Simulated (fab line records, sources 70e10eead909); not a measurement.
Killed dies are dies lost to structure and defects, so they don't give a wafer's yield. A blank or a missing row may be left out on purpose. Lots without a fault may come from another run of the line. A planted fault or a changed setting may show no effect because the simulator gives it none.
A struck lot beside a sound one | flow nand_harc | 42 steps out of a route of 1159
Sound: wafers L126.1, L126.5, L126.6. Struck: wafers L148.2, L148.4, L148.5. The cause comes at the end.
At each step with rows: each side's tool, then ch and its chambers, then its first start. Under that, the readings that differ: sound wafers | struck wafers | difference of the means | sigmas: that difference in standard deviations of wafers without a fault.
alike: readings whose means differ by less than 2 such deviations, and words and numbers that are the same on both sides. not compared: withheld readings, readings that some wafer has no value for, bounds like >300 that may hide the same value, and numbers for which the record gives no deviation and whose values overlap.
The two part at a step that has a row with sigmas, a row that says differs or no value, or rows on one side only. Numbers that don't overlap but have no deviation are shown without sigmas and don't part them. A reading that every wafer of one side lacks parts them only if that side has two wafers or more.

NHARC_A_CONTACT_CD_MEAS_69: target cd 200 nm.
  sound on cd_sem-03 ch 0, day 16 22:37; struck on cd_sem-01 ch 0, day 22 11:31
  alike: cd_nm
NHARC_A_CONTACT_OVL_MEAS_70:
  sound on overlay-02, day 16 22:42; struck on overlay-02, day 22 11:35
  alike: overlay_x_nm, overlay_y_nm
NHARC_A_CONTACT_INSPECT_71:
  sound on defect_inspect-01, day 16 22:46; struck on defect_inspect-02, day 22 11:38
  alike: raw_defect_count
then, 2 steps without rows for these wafers: NHARC_A_CONTACT_DESCUM_74 (chemistry O2, time 3 s); NHARC_A_CONTACT_ETCH_75 (etches the open film in CF4, target depth 39 nm, time 65 s).
NHARC_A_CONTACT_ETCH_76: etches the open film in N2/H2, target depth 260 nm, time 475.3 s.
  sound on rie_diel-11 ch 1,2; struck on rie_diel-11 ch 0,1,2
  alike: drypump_motor_current_A, oes_product_au, rf_vpp_V, showerhead_plenum_p_Torr, throttle_valve_pct
  not compared: rf_hours_counter_h
NHARC_A_CONTACT_ETCH_77: etches the open film in CF4/CHF3, target depth 72.6 nm, time 36.3 s.
  sound on rie_diel-11 ch 0,1,3; struck on rie_diel-11 ch 2,3
  alike: drypump_motor_current_A, oes_product_au, rf_vpp_V, showerhead_plenum_p_Torr, throttle_valve_pct
  not compared: rf_hours_counter_h
NHARC_A_CONTACT_ETCH_78: etches the open film in O2/COS, target depth 2800 nm, time 728 s.
  sound on rie_diel-11 ch 1,2,3; struck on rie_diel-11 ch 0,2,3
  alike: drypump_motor_current_A, oes_product_au, rf_vpp_V, showerhead_plenum_p_Torr, throttle_valve_pct
  not compared: rf_hours_counter_h
then, 3 steps without rows for these wafers: NHARC_A_CONTACT_ETCH_124 (etches the open film in C4F8/O2/Ar, time 140 s, target depth 700 nm); NHARC_A_CONTACT_ETCH_125 (etches the open film in C4F8/O2/Ar, time 155 s, target depth 956 nm); NHARC_A_CONTACT_ETCH_126 (etches the open film in C4F8/O2/Ar, time 155 s, target depth 956 nm).
NHARC_A_CONTACT_ETCH_127: etches the open film in C4F8/O2/Ar, time 155 s, target depth 956 nm.
  sound on har_cap_etch-01 ch 0,1, day 17 00:44; struck on har_cap_etch-01 ch 1, day 22 13:28
  not compared: rf_hours_counter_h
NHARC_A_CONTACT_ETCH_128: etches the open film in C4F8/O2/Ar, time 155 s, target depth 956 nm.
  sound on har_cap_etch-01 ch 0,1, day 17 00:53; struck on har_cap_etch-01 ch 1, day 22 13:37
  not compared: rf_hours_counter_h
then, 5 steps without rows for these wafers: NHARC_A_CONTACT_ETCH_129 (etches the open film in C4F8/O2/Ar, time 155 s, target depth 956 nm); NHARC_A_CONTACT_ETCH_130 (etches the open film in C4F8/O2/Ar, time 155 s, target depth 956 nm); NHARC_A_CONTACT_ETCH_131 (etches the open film in C4F8/O2/Ar, time 155 s, target depth 956 nm); NHARC_A_CONTACT_ETCH_132 (etches the open film in C4F8/O2/Ar, time 156 s, target depth 958 nm); NHARC_A_CONTACT_ETCH_133 (etches the open film in C4F8/O2/Ar, time 195 s, target depth 840 nm).
NHARC_A_CONTACT_ETCH_91: etches the open film in CH3F/O2, target depth 40 nm, time 85.7 s.
  sound on rie_diel-11 ch 0,1,2, day 17 02:10; struck on rie_diel-12 ch 0,2, day 22 14:54
  alike: drypump_motor_current_A, oes_product_au, rf_vpp_V, showerhead_plenum_p_Torr, throttle_valve_pct
  not compared: rf_hours_counter_h
then, 1 step without rows for these wafers: NHARC_A_CONTACT_ETCH_97 (etches the open film in C4F6/O2, target depth 20 nm, time 10 s).
NHARC_A_CONTACT_CD_MEAS_80:
  sound on cd_sem-02, day 17 02:22; struck on cd_sem-02, day 22 15:07
  reading    | sound             | struck            | difference | sigmas
  cd_nm (nm) | 190.8 190.2 190.7 | 188.9 188.3 188.6 | -2.0       | -2
then, 18 steps without rows for these wafers: NHARC_A_CONTACT_STRIP_103 (strips in N2/H2); NHARC_A_CONTACT_STRIP_104 (strips in CF4/CHF3); NHARC_A_CONTACT_STRIP_105 (strips in O2/COS); NHARC_A_CONTACT_ETCH_106 (etches the open film in CF4/O2, target depth 60 nm, overetch 6 nm, time 33 s); NHARC_A_CONTACT_STRIP_82 (strips in O2); NHARC_A_CONTACT_STRIP_83 (strips in post etch residue remover, time 600 s); NHARC_A_CONTACT_DEP_84 (deposits aC, target thk 2000 nm); NHARC_A_CONTACT_DEP_85 (deposits SiON, target thk 50 nm); NHARC_A_CONTACT_DEHYDRATE_00 (time 120 s); NHARC_A_CONTACT_HMDS_01 (time 30 s); NHARC_A_CONTACT_COAT_86 (time 75 s); NHARC_A_CONTACT_COAT_87 (time 65 s); NHARC_A_CONTACT_COAT_02 (resist thk 90 nm); NHARC_A_CONTACT_SOFTBAKE_03 (time 55 s); NHARC_A_CONTACT_EBR_04; NHARC_A_CONTACT_EXPOSE_05 (exposes mask A CC); NHARC_A_CONTACT_PEB_06 (peb time 65 s); NHARC_A_CONTACT_DEVELOP_07 (develop time 35 s).
NHARC_A_CONTACT_CD_MEAS_08: target cd 100 nm.
  sound on cd_sem-01 ch 0, day 17 05:28; struck on cd_sem-03 ch 0, day 22 20:03
  alike: cd_nm
NHARC_A_CONTACT_OVL_MEAS_09:
  sound on overlay-02, day 17 05:33; struck on overlay-02, day 22 20:08
  alike: overlay_x_nm, overlay_y_nm
-- the record jumps here: 2 days lie between the struck wafers' starts before and after (it left off in module A_CONTACT and takes up again in module END, whose first step shown is number 1159 of the route) --
NHARC_END_SORT_01:
  sound on prober-01 ch 0, day 19 20:54; struck on prober-02 ch 0, day 25 04:20
  reading         | sound    | struck    | difference | sigmas
  killed_at_array | 22 24 24 | 100 84 80 | +65        | +7
  killed_dies     | 24 25 27 | 101 89 87 | +67        | +7
  alike: killed_at_other, killed_at_periphery, killed_open, killed_short

WHERE THEY PART
First at NHARC_A_CONTACT_CD_MEAS_80; last, within this record, at NHARC_END_SORT_01.

WHY: what the simulator had put in
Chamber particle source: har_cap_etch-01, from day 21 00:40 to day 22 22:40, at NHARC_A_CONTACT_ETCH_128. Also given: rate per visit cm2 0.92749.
